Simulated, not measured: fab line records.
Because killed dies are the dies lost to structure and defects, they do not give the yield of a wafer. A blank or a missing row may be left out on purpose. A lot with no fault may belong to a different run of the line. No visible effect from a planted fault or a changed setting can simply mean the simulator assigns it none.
Chamber matching	flow nand harc	NHARC_P_STI_ETCH_42 on rie diel-06 has 4 sister chambers
The step etches the open film in N2/H2, target depth 80 nm, overetch 24 nm, time 61 s. 24 wafers are shown with their chamber, then 12 later ones without.

## WAFERS WITH THEIR CHAMBER
wafer	chamber	showerhead plenum p Torr (Torr)	drypump motor current A (A)	rf vpp V (V)
L074.4	3	2.13	5.8	433.7
L074.5	0	2.05	5.7	430.9
L074.6	3	2.13	5.8	431.7
L075.1	2	1.99	6.7	429.2
L075.2	0	2.05	5.7	431.6
L075.6	2	1.99	6.7	430.2
L078.2	2	1.98	6.7	429.0
L078.3	3	2.13	5.8	432.6
L078.4	0	2.05	5.7	430.3
L080.2	1	2.16	5.4	432.6
L080.5	1	2.16	5.4	434.2
L080.6	2	1.98	6.7	429.3
L084.1	0	2.05	5.7	430.8
L084.3	3	2.13	5.8	433.0
L084.5	2	1.98	6.7	428.9
L087.1	2	1.98	6.7	428.9
L087.3	1	2.16	5.5	433.7
L087.5	2	1.98	6.7	428.4
L088.2	1	2.16	5.5	433.6
L088.4	2	1.98	6.7	430.0
L088.6	2	1.98	6.7	429.4
L092.4	2	1.98	6.7	429.4
L092.5	1	2.16	5.5	434.2
L092.6	3	2.13	5.8	433.3

SIGNATURES (averages over the wafers above)
reading	chamber 0	chamber 1	chamber 2	chamber 3	scatter within a chamber
showerhead plenum p Torr	2.0500	2.1600	1.9820	2.1300	0.00283
drypump motor current A	5.700	5.460	6.700	5.800	0.0245
rf vpp V	430.900	433.660	429.270	432.860	0.61
Rule: a wafer lies at a distance from a chamber equal to the root of the sum of squares, over the readings, of (its reading less the chamber's mean, divided by the reading's scatter). If the next closest chamber is less than 2 further off than the closest, the wafer can't be placed; otherwise it belongs to the closest. How the scatter is found: for the shown wafers, subtract from each reading the mean of its chamber, square and add these, divide the total by (wafers less chambers), then take the root.

## WAFERS WHOSE CHAMBER IS MISSING
wafer	showerhead plenum p Torr (Torr)	drypump motor current A (A)	rf vpp V (V)
L093.2	2.16	5.5	433.8
L093.3	1.98	6.7	430.6
L093.6	1.98	6.7	428.9
L094.1	1.98	6.7	427.8
L094.4	2.13	5.8	432.8
L094.5	1.98	6.7	429.6
L096.1	2.16	5.5	432.9
L096.3	1.98	6.7	429.6
L096.6	1.98	6.7	428.8
L097.2	2.13	5.8	432.2
L097.4	2.16	5.4	433.1
L097.5	2.13	5.8	434.3

## WHICH CHAMBER EACH WENT THROUGH
wafer	from the rows above	in truth
L093.2	1	1
L093.3	2	2
L093.6	2	2
L094.1	2	2
L094.4	3	3
L094.5	2	2
L096.1	1	1
L096.3	2	2
L096.6	2	2
L097.2	3	3
L097.4	1	1
L097.5	3	3
Correctly placed: 12 of 12. From these rows, 0 cannot be placed. 0 placed wrongly.
